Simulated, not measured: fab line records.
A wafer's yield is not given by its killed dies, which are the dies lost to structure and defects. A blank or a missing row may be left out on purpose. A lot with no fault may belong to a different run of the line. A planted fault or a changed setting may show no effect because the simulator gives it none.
Comparing a struck lot with a sound one / flow n5_finfet / 15 out of 1938 route steps
Sound: these wafers, L611.1, L611.3, L611.6. The struck wafers were L607.5, L607.6. The cause is named last.
Order at every step that has rows: each side's tool, ch and its chambers, its first start. Under that, the readings that differ: sound wafers / struck wafers / difference of the means / sigmas: that difference in standard deviations of wafers without a fault.
alike: words and numbers the same on both sides, and readings whose means are apart by under 2 such deviations; not compared: readings that were withheld, readings missing a value for some wafer, numbers with overlapping values and no deviation given by the record, and bounds like >300 which may hide the same value.
The two part at a step that has a row with sigmas, a row that says differs or no value, or rows on one side only. When numbers do not overlap yet have no deviation, they are printed without sigmas and do not part them. Lack of a reading on every wafer of one side parts them only where that side has two or more wafers.

N5_HKMG_FIN_CMP_94: polishes, stops on SiNx, t overpolish 4.7 s, target thk 43.299 nm.
  sound on cmp-02 ch 0,1, day 7 22:02; struck on cmp-02 ch 2,3, day 6 19:08
  alike: motor_current_A, slurry_filter_dp_kPa
N5_HKMG_FIN_INSPECT_28: inspects for defects (darkfield).
  struck on defect_inspect-01, day 6 19:14; sound on defect_inspect-02, day 7 22:16
  alike: raw_defect_count
N5_GATE_CUT_ETCHBACK_00: etches W in SF6/Cl2.
  sound on rie_metal-01 ch 0, day 7 22:18; struck on rie_metal-03 ch 0,1, day 6 19:21
reading=drypump_motor_current_A (A); sound=5.87 5.89 5.88; struck=5.51 5.23; difference=-0.51; sigmas=-2
reading=rf_fwd_power_W (W); sound=896.0 897.8 900.3; struck=892.4 891.5; difference=-6.1; sigmas=-2
  alike: chamber_pressure_mTorr, mfc_cl2_sccm, oes_product_au, throttle_valve_pct
  not compared: rf_hours_counter_h
N5_GATE_CUT_ETCH_56: etches TiN in Cl2/Ar, target depth 21.6 nm.
  sound on rie_metal-01 ch 0, day 7 22:25; struck on rie_metal-03 ch 0,1, day 6 19:27
reading=drypump_motor_current_A (A); sound=5.86 5.90 5.86; struck=5.50 5.22; difference=-0.51; sigmas=-2
  alike: chamber_pressure_mTorr, mfc_cl2_sccm, oes_product_au, rf_fwd_power_W, throttle_valve_pct
  not compared: rf_hours_counter_h
then, 2 steps without rows for these wafers: N5_GATE_CUT_ETCHBACK_30 (etches TiN in Cl2/Ar, target depth 3 nm); N5_GATE_CUT_VAPOR_ETCH_60 (etches HfO2 in BCl3/Cl2).
N5_GATE_CUT_ETCH_58: etches SiNx in CH3F/O2, target depth 17 nm, time 128.6 s.
  sound on rie_diel-02 ch 1,2,3, day 7 22:35; struck on rie_diel-01 ch 0,1, day 6 19:37
  alike: O2_flow_sccm, chamber_pressure_mTorr, drypump_motor_current_A, oes_product_au, rf_fwd_power_W, rf_vpp_V, showerhead_plenum_p_Torr, throttle_valve_pct
  not compared: rf_hours_counter_h
then, 3 steps without rows for these wafers: N5_GATE_CUT_STRIP_59 (strips in N2/H2, time 20 s); N5_GATE_CUT_PRECLEAN_31 (cleans in DIW, time 300 s); N5_GATE_CUT_SRD_32 (time 30 s).
N5_GATE_CUT_SAC_CAP_01: material SiNx, target thk 24 nm, pulse time 1 s, ald cycles 480.
  sound on ald_sin-02 ch 0,3, day 7 23:13; struck on ald_sin-02 ch 0,2, day 6 20:58
  alike: heater_power_w, precursor_pulse_height_rel
N5_GATE_CUT_PECVD_57: deposits SiNx from SiH4/NH3/N2, target thk 21 nm.
  sound on pecvd-02 ch 0,1,2, day 8 01:24; struck on pecvd-04 ch 0,1, day 6 22:06
reading=model.SiNx_of_GATE_CUT_PECVD_57.thk_nm (nm); sound=20.4 20.4 21.4; struck=8 7; difference=-13; sigmas=
  alike: heater_power_w, rf_fwd_power_W, showerhead_plenum_p_Torr, throttle_valve_pct
N5_GATE_CUT_CMP_02: polishes, stops on SiO2, t overpolish 12.7 s, target thk 0 nm.
  sound on cmp-01 ch 2,3, day 8 01:29; struck on cmp-01 ch 0,1, day 6 22:18
reading=time_to_endpoint_s (s); sound=21.6 24.9 24.7; struck=11.2 6.0; difference=-15.1; sigmas=-6
  alike: motor_current_A, slurry_filter_dp_kPa
-- here the record skips 3 days between the struck wafers' starts before and after, leaving off in module GATE_CUT and picking up in module BEOL_M4 (first step shown: number 1111 of the route) --
N5_BEOL_M4_RC_MEAS_101:
  sound on prober-01 ch 0, day 11 03:21; struck on prober-02 ch 0, day 10 04:31
  alike: DIBL_N, DIBL_P, IOFF_N, IOFF_P, ION_N, ION_P, SS_N, SS_P, VT_N, VT_P
N5_PASSIVATION_PROBE_49:
  sound wafers here have rows in the record (prober-01, day 16 21:13); struck ones have none

## WHERE THEY PART
At N5_GATE_CUT_ETCHBACK_00 first; at N5_PASSIVATION_PROBE_49 last (within this record only).

WHY: what had been put in by the simulator
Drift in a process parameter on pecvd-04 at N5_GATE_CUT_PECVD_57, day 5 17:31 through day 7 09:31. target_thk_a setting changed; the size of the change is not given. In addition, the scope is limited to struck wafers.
